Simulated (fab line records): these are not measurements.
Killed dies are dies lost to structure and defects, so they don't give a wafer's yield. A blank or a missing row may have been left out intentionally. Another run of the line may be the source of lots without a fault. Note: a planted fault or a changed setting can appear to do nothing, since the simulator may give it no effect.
fab line records	flow n5Finfet
record: lots: 5	wafers: 15	lastDay: 17
route steps=1938 shown BEOL_M0@739 BEOL_M1@751 BEOL_M4@1111
lots that met no fault: from a run of the same line without faults
startH: the number of hours between the record's first day and the start of the first shown wafer of the lot	waitH: hours from the lot's prior step to this one	" identical to the entry in the row above	L1.1+2: one row covering several wafers at once	- either no value or no given start	* or withheld: withheld	< > ~ a bound
route shown NAME@n: names a module that has steps shown in the file, with the first one's number in the route	usual: the fault-free wafers' mean and standard deviation	same: alike in all rows	chamber/n: place in a boat	sites: the reading at each site	_std_site: how widely they spread, as a standard deviation	_edge_site: inner sites' mean taken away from outer sites' mean	radiusMm: for every site, how far away it sits from the centre of the wafer	mask NAME#n: copy n	behind: the tool/chamber that last shaped the wafer	hold: why the lot was held/for how many hours/how that ended	device: names the non-switching transistor (n, p or np)	end of line: the route-end tests of the same wafers	where a step has no rows: the recipe by itself	killed: dies lost to structure and defects at the first sort, not the wafer's yield	map: a wafer's dies, x killed, . not, _ none there
set.NAME: the setting as run; set.NAME@STEP: as run at that earlier step	model.NAME: the simulator's own value behind a step, which no gauge read
a table for each step, a row for each wafer; lots at some steps of the route
services: when a tool's chamber went out of use (startH, in hours from the record's first day, below 0 if earlier), for how many hours, and the reason
== steps ==
step: N5_BEOL_M0_ANNEAL_135
recipe: tempC: 400	timeS: 60	ambient: vacuum
usual: heaterPowerW: 796/63
lot.wafer	tool	chamber	startH	waitH	heaterPowerW
L350.1	pvdSputter-02	-	164.22	0.0	711
L350.3	"	-	"	"	733
L350.4	"	-	"	"	823
L354.1	pvdSputter-03	-	194.57	0.0	722
L354.3	"	-	"	"	867
L354.6	"	-	"	"	912
L364.1	pvdSputter-01	-	244.90	0.0	817
L364.4	"	-	"	"	799
L364.6	"	-	"	"	747
L365.1	pvdSputter-01	-	251.50	0.0	815
L365.3	"	-	"	"	845
L365.6	"	-	"	"	804
L366.2	pvdSputter-02	-	253.98	0.0	803
L366.4	"	-	"	"	727
L366.6	"	-	"	"	765
step: N5_BEOL_M0_SPUTTER_141
recipe: material: Cu	targetThkA: 40	tempC: -20	chamberPressurePa: 0.07	powerW: withheld	timeS: 7.37
step: N5_BEOL_M0_ECD_118
recipe: material: Cu	targetThkA: 3000
step: N5_BEOL_M0_ANNEAL_119
recipe: tempC: 225	timeS: 90	ambient: N2
usual: wafer_temp_C_max: 226.1/0.47
lot.wafer	tool	chamber	startH	waitH	wafer_temp_C_max
L350.1	rtpAnneal-02	0	164.45	0.1	225.5
L350.3	"	0	"	"	225.8
L350.4	"	0	"	"	225.6
L354.1	rtpAnneal-01	0	194.81	0.1	226.4
L354.3	"	0	"	"	226.2
L354.6	"	0	"	"	226.8
L364.1	rtpAnneal-01	0	245.13	0.1	226.9
L364.4	"	0	"	"	226.3
L364.6	"	0	"	"	226.6
L365.1	rtpAnneal-01	0	251.74	0.1	226.3
L365.3	"	0	"	"	226.1
L365.6	"	0	"	"	226.5
L366.2	rtpAnneal-02	0	254.27	0.1	225.8
L366.4	"	0	"	"	225.8
L366.6	"	0	"	"	225.8
step: N5_BEOL_M0_CMP_120
recipe: stopOn: SiOC	tOverpolishS: 6.9	downForcePsi: 1	platenRpm: 50	clearingPlatenDownForcePsi: 1.5	clearingPlatenRpm: 50	postCmpClean: cuAlkaline	clearingPlatenPadVelocityMS: 0.99484	padVelocityMS: 0.99484
step: N5_BEOL_M0_PRE_CLEAN_131
recipe: gas: NH3/H2	timeS: 15	tempC: *	rfPowerW: 300
usual: heaterPowerW: 86/17
lot.wafer	tool	chamber	startH	waitH	heaterPowerW
L350.1	cvdCo-01	1	165.08	0.0	108
L350.3	"	0	"	"	66
L350.4	"	2	"	"	85
L354.1	cvdCo-01	0	195.44	0.0	66
L354.3	"	2	"	"	87
L354.6	"	2	"	"	89
L364.1	cvdCo-01	1	245.76	0.0	106
L364.4	"	2	"	"	88
L364.6	"	0	"	"	68
L365.1	cvdCo-01	2	252.38	0.0	88
L365.3	"	1	"	"	111
L365.6	"	2	"	"	87
L366.2	cvdCo-02	1	254.85	0.0	94
L366.4	"	0	"	"	103
L366.6	"	1	"	"	91
step: N5_BEOL_M0_CO_CAP_123
recipe: material: Co	targetThkA: 20	tempC: 200	precursor: CCTBA/H2	pressureTorr: 30	timeS: 102.1
step: N5_BEOL_M0_PRE_CLEAN_124
recipe: gas: NH3	timeS: 15	tempC: withheld	rfPowerW: 300
step: N5_BEOL_M0_DEP_125
recipe: material: SiCN	targetThkA: 80	tempC: withheld	precursor: 3MS/NH3	pressureTorr: 3	rfW: 202	timeS: 14
step: N5_BEOL_M0_RS_MEAS_126
recipe: thkMeasGauge: four-point-probe	reads: Co_of_BEOL_M0_CO_CAP_123+Cu_of_BEOL_M0_ECD_118+Co_of_BEOL_M0_CVD_115+TaN_of_BEOL_M0_ALD_136
usual: M0_RS: 0.533/0.019
lot.wafer	tool	chamber	startH	waitH	M0_RS[ohm/sq]
L350.1	filmMetro-02	-	165.31	0.0	0.542
L350.3	"	-	"	"	0.564
L350.4	"	-	"	"	0.552
L354.1	filmMetro-02	-	195.68	0.1	0.529
L354.3	"	-	"	"	0.511
L354.6	"	-	"	"	0.512
L364.1	filmMetro-01	-	245.99	0.0	0.540
L364.4	"	-	"	"	0.506
L364.6	"	-	"	"	0.507
L365.1	filmMetro-02	-	252.61	0.0	0.557
L365.3	"	-	"	"	0.529
L365.6	"	-	"	"	0.545
L366.2	filmMetro-01	-	255.07	0.1	0.551
L366.4	"	-	"	"	0.524
L366.6	"	-	"	"	0.546
step: N5_BEOL_M0_INSPECT_127
recipe: inspectInstrument: darkfield	mode: postDep
usual: rawDefectCount: 72/23
lot.wafer	tool	chamber	startH	waitH	rawDefectCount
L350.1	defectInspect-02	-	165.33	0.0	95
L350.3	"	-	"	"	54
L350.4	"	-	"	"	129
L354.1	defectInspect-01	-	195.70	0.0	62
L354.3	"	-	"	"	33
L354.6	"	-	"	"	35
L364.1	defectInspect-01	-	246.01	0.0	89
L364.4	"	-	"	"	131
L364.6	"	-	"	"	112
L365.1	defectInspect-02	-	252.63	0.0	78
L365.3	"	-	"	"	94
L365.6	"	-	"	"	76
L366.2	defectInspect-01	-	255.10	0.0	71
L366.4	"	-	"	"	54
L366.6	"	-	"	"	59
step: N5_BEOL_M1_ILD_DEP_00
recipe: material: SiOC	targetThkA: 790	tempC: 350	precursor: DEMS/O2	pressureTorr: 5	rfW: 500	timeS: 15.3
usual: heaterPowerW: 506/86	showerheadPlenumPTorr: 5.687/0.011	showerheadVppV: 1368/44	throttleValvePct: 11.9/0.6
lot.wafer	tool	chamber	startH	waitH	heaterPowerW	showerheadPlenumPTorr	showerheadVppV	throttleValvePct	model.SiOC_of_BEOL_M1_ILD_DEP_00.thkNm
L350.1	pecvd-04	0	165.37	0.0	465	5.684	1341	12.8	79
L350.3	"	2	"	"	561	5.703	1416	11.3	79.2
L350.4	"	2	"	"	565	5.682	1407	11.7	80.4
L354.1	pecvd-04	2	195.78	0.1	594	5.694	1404	11.4	78.8
L354.3	"	1	"	"	636	5.686	1308	12.4	83.4
L354.6	"	2	"	"	619	5.700	1404	11.3	80.8
L364.1	pecvd-02	2	246.05	0.0	449	5.692	1356	11.0	77.8
L364.4	"	1	"	"	439	5.692	1403	12.3	80.2
L364.6	"	1	"	"	438	5.698	1401	12.6	79.8
L365.1	pecvd-02	1	252.67	0.0	470	5.697	1373	12.5	78.2
L365.3	"	0	"	"	411	5.682	1379	11.9	78.2
L365.6	"	1	"	"	477	5.693	1395	12.7	79.6
L366.2	pecvd-02	0	255.14	0.0	502	5.692	1357	12.0	78.8
L366.4	"	1	"	"	465	5.693	1375	12.4	80.6
L366.6	"	2	"	"	401	5.702	1352	10.9	79.2
step: N5_BEOL_M1_THK_MEAS_01
recipe: reads: SiOC_of_BEOL_M1_ILD_DEP_00
usual: M1_ILD_THK: 78.9/0.99
lot.wafer	tool	chamber	startH	waitH	M1_ILD_THK[nm]
L350.1	filmMetro-01	-	165.44	0.0	79.1
L350.3	"	-	"	"	79.3
L350.4	"	-	"	"	80.5
L354.1	filmMetro-02	-	195.85	0.1	78.7
L354.3	"	-	"	"	83.4
L354.6	"	-	"	"	80.7
L364.1	filmMetro-02	-	246.13	0.1	77.7
L364.4	"	-	"	"	80.3
L364.6	"	-	"	"	79.7
L365.1	filmMetro-02	-	252.74	0.0	78.3
L365.3	"	-	"	"	78.2
L365.6	"	-	"	"	79.6
L366.2	filmMetro-01	-	255.20	0.1	78.8
L366.4	"	-	"	"	80.5
L366.6	"	-	"	"	79.2
step: N5_BEOL_M1_PECVD_72
recipe: material: SiO2	targetThkA: 160	tempC: 400	precursor: TEOS/O2	pressureTorr: 5.5	rfW: 450	teosFlowSccm: 53.8	gas: O2	flowSccm: 3000	timeS: 18
step: N5_BEOL_M1_HM_DEP_02
recipe: material: TiN	targetThkA: 200	tempC: 25	chamberPressurePa: 0.49996
step: N5_BEOL_M1_COAT_61
recipe: resist: SOC	tempC: 250	timeS: 60	spinRpm: 1500	resistThkNm: 60
step: N5_BEOL_M1_COAT_62
recipe: resist: SiARC	tempC: 220	timeS: 60	spinRpm: 1500	resistThkNm: 12
step: N5_BEOL_M1_COAT_73
recipe: resist: underlayer	tempC: 205	timeS: 60	spinRpm: 1500	resistThkNm: 5
step: N5_BEOL_M1_COAT_05
recipe: resist: CAR-EUV	spinRpm: 1500	resistThkNm: 30
step: N5_BEOL_M1_EBR_07
recipe: solvent: PGMEA	ebrWidthMm: 1.5
step: N5_BEOL_M1_SOFTBAKE_06
recipe: tempC: 110	timeS: 60	resist: CAR-EUV
step: N5_BEOL_M1_EXPOSE_08
recipe: maskId: M1	na: 0.33	sourceShape: dipole	sigmaInner: 0.369	sigmaOuter: 0.767	polarization: unpolarized	doseMj: 33
step: N5_BEOL_M1_PEB_09
recipe: pebTempC: 100	pebTimeS: 60	resist: CAR-EUV
step: N5_BEOL_M1_DEVELOP_10
recipe: developTimeS: 30	developer: TMAH	resist: CAR-EUV	rinseLiquid: surfactantRinse	dry: airSpin	devTempC: 23
step: N5_BEOL_M1_CD_MEAS_11
recipe: targetCdNm: 17.05	landingEnergyEv: 500	detector: seInlens	polarity: opening
usual: cdNm: 17.09/0.27
lot.wafer	tool	chamber	startH	waitH	cdNm
L350.1	cdSem-02	0	166.12	-	17.30
L350.3	"	0	"	"	17.02
L350.4	"	0	"	"	17.08
L354.1	cdSem-02	0	196.82	-	17.54
L354.3	"	0	"	"	17.44
L354.6	"	0	"	"	17.37
L364.1	cdSem-02	0	247.02	-	16.74
L364.4	"	0	"	"	16.89
L364.6	"	0	"	"	16.88
L365.1	cdSem-02	0	253.85	-	17.11
L365.3	"	0	"	"	16.92
L365.6	"	0	"	"	16.74
L366.2	cdSem-03	0	257.06	-	17.16
L366.4	"	0	"	"	17.06
L366.6	"	0	"	"	16.73
step: N5_BEOL_M1_OVL_MEAS_12
recipe: pointsPerWafer: 522
usual: M1_OVL: 0.0/0.68
lot.wafer	tool	chamber	startH	waitH	M1_OVL[nm]
L350.1	overlay-02	0	166.15	0.0	0.2
L350.3	"	0	"	"	-0.1
L350.4	"	0	"	"	0.5
L354.1	overlay-01	0	196.85	0.0	-0.3
L354.3	"	0	"	"	0.8
L354.6	"	0	"	"	1.3
L364.1	overlay-02	0	247.05	0.0	-0.3
L364.4	"	0	"	"	-1.3
L364.6	"	0	"	"	-1.0
L365.1	overlay-02	0	253.88	0.0	-0.4
L365.3	"	0	"	"	0.3
L365.6	"	0	"	"	-1.2
L366.2	overlay-02	0	257.10	0.0	0.1
L366.4	"	0	"	"	-0.1
L366.6	"	0	"	"	0.2
step: N5_BEOL_M1_INSPECT_13
recipe: mode: adi	inspectInstrument: brightfield
usual: rawDefectCount: 424/84
lot.wafer	tool	chamber	startH	waitH	rawDefectCount
L350.1	defectInspect-02	-	166.21	0.1	640
L350.3	"	-	"	"	385
L350.4	"	-	"	"	509
L354.1	defectInspect-02	-	196.91	0.1	352
L354.3	"	-	"	"	244
L354.6	"	-	"	"	386
L364.1	defectInspect-01	-	247.11	0.1	445
L364.4	"	-	"	"	524
L364.6	"	-	"	"	341
L365.1	defectInspect-02	-	253.94	0.1	411
L365.3	"	-	"	"	527
L365.6	"	-	"	"	457
L366.2	defectInspect-01	-	257.15	0.0	509
L366.4	"	-	"	"	351
L366.6	"	-	"	"	478
step: N5_BEOL_M1_DESCUM_16
recipe: chemistry: O2	timeS: 7	sourcePowerW: 50	biasPowerW: 20	pressureMtorr: 20	rfFrequencyHz: 2.712e+07	tempC: 40	resist: CAR-EUV	o2FlowSccm: 225
step: N5_BEOL_M1_ETCH_74
recipe: chemistry: N2/H2	target: underlayer	targetDepthA: 65	maskMaterial: CAR-EUV	timeS: 5.2	ionEnergyEv: 200	pressureMtorr: 30	sourceW: 840	biasW: 150	n2FlowSccm: 200	h2FlowSccm: 200	ends: cleared
step: N5_BEOL_M1_ETCH_63
recipe: chemistry: CF4	target: SiARC	targetDepthA: 156	maskMaterial: CAR-EUV	timeS: 26	ionEnergyEv: 80	pressureMtorr: 40	sourceW: 545	biasW: 36	Ar_flow_sccm: 100	cf4FlowSccm: 100	ends: cleared
step: N5_BEOL_M1_ETCH_64
recipe: chemistry: N2/H2	target: SOC	targetDepthA: 750	overetchA: 150	maskMaterial: SiARC	tempC: 40	timeS: 112.5	ionEnergyEv: 200	pressureMtorr: 30	sourceW: 840	biasW: 150	n2FlowSccm: 200	h2FlowSccm: 200
usual: drypumpMotorCurrentA: 5.6/0.42	oesProductAu: 0.59/0.054	rfVppV: 523.8/2.5	showerheadPlenumPTorr: 2.54/0.086	throttleValvePct: 17.89/0.26
lot.wafer	tool	chamber	startH	waitH	drypumpMotorCurrentA	oesProductAu	rfHoursCounterH	rfVppV	showerheadPlenumPTorr	throttleValvePct
L350.1	rieDiel-04	3	166.33	0.0	5.9	0.57	213	521.9	2.51	18.19
L350.3	"	2	"	"	5.8	0.58	177	525.9	2.64	17.48
L350.4	"	0	"	"	4.7	0.55	-	519.5	2.42	18.16
L354.1	rieDiel-04	2	197.03	0.0	5.8	0.57	188	525.7	2.63	17.51
L354.3	"	0	"	"	4.7	0.55	208	520.8	2.42	18.18
L354.6	"	1	"	"	6.1	0.77	-	522.8	2.50	17.53
L364.1	rieDiel-01	3	247.22	0.0	5.8	0.56	200	521.4	2.43	17.85
L364.4	"	1	"	"	6.0	0.68	51	526.3	2.57	17.41
L364.6	"	1	"	"	6.0	0.67	-	525.3	2.57	17.39
L365.1	rieDiel-01	3	254.13	0.0	5.8	0.56	201	521.0	2.43	17.84
L365.3	"	2	"	"	6.3	0.56	189	523.8	2.53	18.07
L365.6	"	0	"	"	5.3	0.73	-	525.4	2.59	17.75
L366.2	rieDiel-04	2	257.43	0.0	5.7	0.55	208	526.2	2.62	17.57
L366.4	"	3	"	"	5.9	0.55	243	521.7	2.50	18.23
L366.6	"	1	"	"	6.1	0.72	-	522.4	2.49	17.57
step: N5_BEOL_M1_STRIP_65
recipe: chemistry: N2/H2	tempC: 40	n2FlowSccm: 200	h2FlowSccm: 200	rfFrequencyHz: 6e+07
step: N5_BEOL_M1_STRIP_75
recipe: chemistry: N2/H2	tempC: 40	n2FlowSccm: 200	h2FlowSccm: 200	rfFrequencyHz: 6e+07
step: N5_BEOL_M1_STRIP_66
recipe: chemistry: CF4	resist: SiARC	powerW: 300	biasPowerW: 75	pressureMtorr: 50	cf4FlowSccm: 150	rfFrequencyHz: 6e+07
step: N5_BEOL_M1_HM_OPEN_17
recipe: chemistry: Cl2/BCl3	targetDepthA: 200	overetchA: 60	target: TiN	maskMaterial: SOC	ionEnergyEv: 150	pressureMtorr: 10	icpW: 1000	biasW: 126	Cl2_flow_sccm: 53.25	bcl3FlowSccm: 21.75	Ar_flow_sccm: 25
step: N5_BEOL_M1_STRIP_19
recipe: chemistry: O2	powerW: 400	tempC: 40	pressureMtorr: 30	rfFrequencyHz: 6e+07	biasPowerW: 0	overashFraction: 0.2	o2FlowSccm: 225
usual: drypumpMotorCurrentA: 5.7/0.41	oesProductAu: 0.77/0.089	rfVppV: 3.6/0.48	showerheadPlenumPTorr: 2.10/0.065	throttleValvePct: 16.80/0.28
lot.wafer	tool	chamber	startH	waitH	drypumpMotorCurrentA	oesProductAu	rfHoursCounterH	rfVppV	showerheadPlenumPTorr	throttleValvePct
L350.1	rieDiel-01	3	166.61	0.1	5.7	0.73	172	4.2	2.03	16.74
L350.3	"	2	"	"	6.3	0.73	159	3.8	2.11	16.88
L350.4	"	1	"	"	6.0	0.89	29	3.4	2.12	16.19
L354.1	rieDiel-01	3	197.30	0.1	5.8	0.72	182	3.6	2.02	16.75
L354.3	"	1	"	"	6.0	0.88	38	3.6	2.12	16.22
L354.6	"	1	"	"	6.0	0.88	-	3.5	2.12	16.23
L364.1	rieDiel-01	1	247.50	0.1	6.0	0.85	51	3.6	2.11	16.24
L364.4	"	0	"	"	5.3	0.95	14	3.1	2.16	16.74
L364.6	"	0	"	"	5.3	0.96	-	3.2	2.16	16.74
L365.1	rieDiel-04	0	254.41	0.1	4.7	0.67	225	3.9	2.00	16.99
L365.3	"	1	"	"	6.1	0.93	25	3.6	2.05	16.40
L365.6	"	2	"	"	5.7	0.71	-	3.5	2.17	16.51
L366.2	rieDiel-01	1	257.76	0.1	6.0	0.85	54	3.7	2.11	16.24
L366.4	"	3	"	"	5.8	0.71	203	3.0	2.01	16.82
L366.6	"	2	"	"	6.3	0.70	-	4.8	2.10	16.96
step: N5_BEOL_M1_CD_MEAS_18
recipe: pitchNm: 36	targetCdNm: 18
usual: cdNm: 18.0/0.36
lot.wafer	tool	chamber	startH	waitH	cdNm
L350.1	cdSem-02	-	166.68	0.0	18.5
L350.3	"	-	"	"	18.1
L350.4	"	-	"	"	18.3
L354.1	cdSem-03	-	197.37	0.0	18.4
L354.3	"	-	"	"	18.8
L354.6	"	-	"	"	18.5
L364.1	cdSem-01	-	247.57	0.0	17.3
L364.4	"	-	"	"	18.2
L364.6	"	-	"	"	18.1
L365.1	cdSem-03	-	254.48	0.0	18.0
L365.3	"	-	"	"	17.9
L365.6	"	-	"	"	18.1
L366.2	cdSem-03	-	257.83	0.1	17.6
L366.4	"	-	"	"	18.0
L366.6	"	-	"	"	18.0
step: N5_BEOL_M1_COAT_67
recipe: resist: SOC	tempC: 250	timeS: 60	spinRpm: 1500	resistThkNm: 60
step: N5_BEOL_M1_COAT_68
recipe: resist: SiARC	tempC: 220	timeS: 60	spinRpm: 1500	resistThkNm: 12
step: N5_BEOL_M1_COAT_76
recipe: resist: underlayer	tempC: 205	timeS: 60	spinRpm: 1500	resistThkNm: 5
step: N5_BEOL_M1_COAT_22
recipe: resist: CAR-EUV	spinRpm: 1500	resistThkNm: 30
step: N5_BEOL_M1_CMP_52
recipe: stopOn: SiOC	tOverpolishS: 6.8	downForcePsi: 1	platenRpm: 50	clearingPlatenDownForcePsi: 1.5	clearingPlatenRpm: 50	postCmpClean: cuAlkaline	targetThkNm: 40	clearingPlatenPadVelocityMS: 0.99484	padVelocityMS: 0.99484
usual: barrierFieldEndpointS: 24.6/0.56	clearingPlatenDownForcePsi: 1.5003/0.003	motorCurrentA: 6.2/0.67	overpolishRunS: 6.800/0.0092	slurryFilterDpKPa: 13.51/0.14	timeToEndpointS: 61.9/2.6
same: tOverpolishS: 6.8
lot.wafer	tool	chamber	startH	waitH	barrierFieldEndpointS	clearingPlatenDownForcePsi	motorCurrentA	overpolishRunS	slurryFilterDpKPa	timeToEndpointS	model.Cu_of_BEOL_M1_ECD_50.thkNm	model.SiOC_of_BEOL_M1_ILD_DEP_00.thkNm
L350.4	cmp-03	0	170.94	0.1	24.8	1.4970	6.8	6.800	13.57	61.7	41.6	79.6
L350.3	"	1	"	"	23.6	1.5009	7.3	6.815	13.47	59.6	39.8	78.4
L350.1	"	3	"	"	24.4	1.4978	6.1	6.815	13.40	64.0	41.6	78
L354.3	cmp-03	2	205.63	0.5	25.5	1.5035	5.0	6.799	13.49	63.2	43.4	82.4
L354.1	"	1	"	"	25.4	1.5024	7.2	6.806	13.40	63.1	39	77.8
L354.6	"	3	"	"	25.7	1.5021	5.8	6.793	13.45	65.0	42.2	79.8
L364.4	cmp-04	2	253.44	0.2	25.7	1.4954	6.1	6.799	13.55	64.7	41.8	79.2
L364.1	"	0	"	"	25.4	1.5047	7.2	6.788	13.34	65.3	39.4	76.8
L364.6	"	2	"	"	25.0	1.4990	5.7	6.804	13.24	65.1	41	78.8
L365.3	cmp-04	3	263.66	0.2	24.1	1.5032	6.9	6.807	13.49	61.9	38.8	77.2
L365.1	"	0	"	"	24.4	1.5006	7.1	6.809	13.37	65.2	37.6	77.2
L365.6	"	2	"	"	25.4	1.5009	5.8	6.793	13.42	66.9	40.2	78.6
L366.2	cmp-03	0	264.25	0.3	24.5	1.4986	6.5	6.797	13.13	65.2	40	77.8
L366.4	"	1	"	"	24.4	1.5001	7.0	6.786	13.50	65.3	40.8	79.6
L366.6	"	2	"	"	25.2	1.4992	5.3	6.799	13.40	65.1	39.6	78.2
step: N5_BEOL_M4_RC_MEAS_101
usual: DIBL_N: 35.9/1.6	DIBL_P: 35.6/2.1	IOFF_N: 0.149/0.029	IOFF_P: 0.20/0.033	ION_N: 671/11	ION_P: 460/7.3	SS_N: 71.4/0.62	SS_P: 73.2/0.65	VT_N: 251/3.1	VT_P: -251/3.4
lot.wafer	tool	chamber	startH	waitH	DIBL_N[mV/V]	DIBL_P[mV/V]	IOFF_N[nA/um]	IOFF_P[nA/um]	ION_N[uA/um]	ION_P[uA/um]	SS_N[mV/dec]	SS_P[mV/dec]	VT_N[mV]	VT_P[mV]
L350.1	prober-02	0	205.27	0.0	36.8	36.5	0.165	0.25	679	473	71.7	73.8	249	-248
L350.3	"	0	"	"	36.9	36.4	0.173	0.25	684	476	70.7	73.4	248	-247
L350.4	"	0	"	"	37.4	37.0	0.172	0.26	681	474	71.9	74.2	249	-247
L354.1	prober-01	0	236.34	0.0	34.7	33.5	0.129	0.20	663	460	71.4	73.7	251	-249
L354.3	"	0	"	"	34.8	33.8	0.125	0.22	653	463	71.2	73.2	254	-249
L354.6	"	0	"	"	35.6	33.3	0.139	0.22	661	454	71.1	72.9	251	-246
L364.1	prober-02	0	288.83	0.0	36.2	35.5	0.185	0.22	677	463	71.8	74.1	248	-250
L364.4	"	0	"	"	38.2	38.7	0.225	0.28	694	476	71.9	74.4	244	-247
L364.6	"	0	"	"	38.2	38.4	0.237	0.28	687	464	72.3	75.4	243	-249
L365.1	prober-02	0	300.46	0.0	39.6	38.6	0.223	0.27	694	476	72.4	74.5	242	-244
L365.3	"	0	"	"	37.8	37.6	0.195	0.25	690	467	71.7	73.5	247	-248
L365.6	"	0	"	"	37.5	37.1	0.180	0.24	675	464	71.8	73.3	246	-247
L366.2	prober-02	0	303.91	0.2	39.4	39.3	0.237	0.26	691	466	73.0	74.6	247	-247
L366.4	"	0	"	"	33.0	32.5	0.124	0.16	677	458	70.6	72.5	251	-251
L366.6	"	0	"	"	36.5	35.8	0.169	0.20	688	464	71.6	73.4	249	-251
== services ==
tool	chamber	startH	hours	kind
rieDiel-04	1	154.34	-	clean
rieDiel-04	1	154.34	-	consumableReplace:focusRing
rieDiel-04	1	154.34	25.1	scheduledDown
rieDiel-04	1	154.34	25.1	ventCycle
pecvd-04	2	169.33	2.1	scheduledDown
cvdCo-02	1	187.00	10.4	repair
rieDiel-01	0	188.11	-	clean
rieDiel-01	0	188.11	-	consumableReplace:focusRing
rieDiel-01	0	188.11	20.4	scheduledDown
rieDiel-01	0	188.11	20.4	ventCycle
cmp-04	-	192.23	4.0	pm
pecvd-02	0	192.85	6.5	repair
cmp-03	-	196.27	4.3	pm
rieDiel-01	1	203.57	15.6	repair
cvdCo-01	0	211.71	6.2	repair
pecvd-04	-	218.53	6.0	pm
cmp-03	-	222.71	2.0	repair
cmp-04	-	223.82	2.0	repair
pecvd-02	0	238.79	12.3	repair
rieDiel-04	0	241.77	2.9	repair
cmp-03	-	249.92	4.0	pm
cmp-03	-	253.92	-	consumableReplace:conditioner
cmp-03	-	253.92	-	consumableReplace:pad
cmp-04	-	254.89	5.3	pm
== key ==
firstSign: step: N5_BEOL_M1_THK_MEAS_01	reading: M1_ILD_THK	direction: up	sigmas: 4.6	usual: 78.9	struck: 83.4
effect none on later readings
modelEffect: step: N5_BEOL_M1_ILD_DEP_00	value: SiOC_of_BEOL_M1_ILD_DEP_00.thkNm	without: 80.6	struck: 83.4
modelEffect: step: N5_BEOL_M1_CMP_52	value: Cu_of_BEOL_M1_ECD_50.thkNm	without: 40.6	struck: 43.4
metAt N5_BEOL_M1_ILD_DEP_00
struckWafers L354.3
onsetBetween 165.37 195.78
fault: kind: processParameterDrift	tool: pecvd-04	chamber: -	onsetH: 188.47	steps: N5_BEOL_M1_ILD_DEP_00	channel: timeS	offset: *	shape: step	endH: 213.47	scope: struckWafersOnly	actsIn: *	stated: *
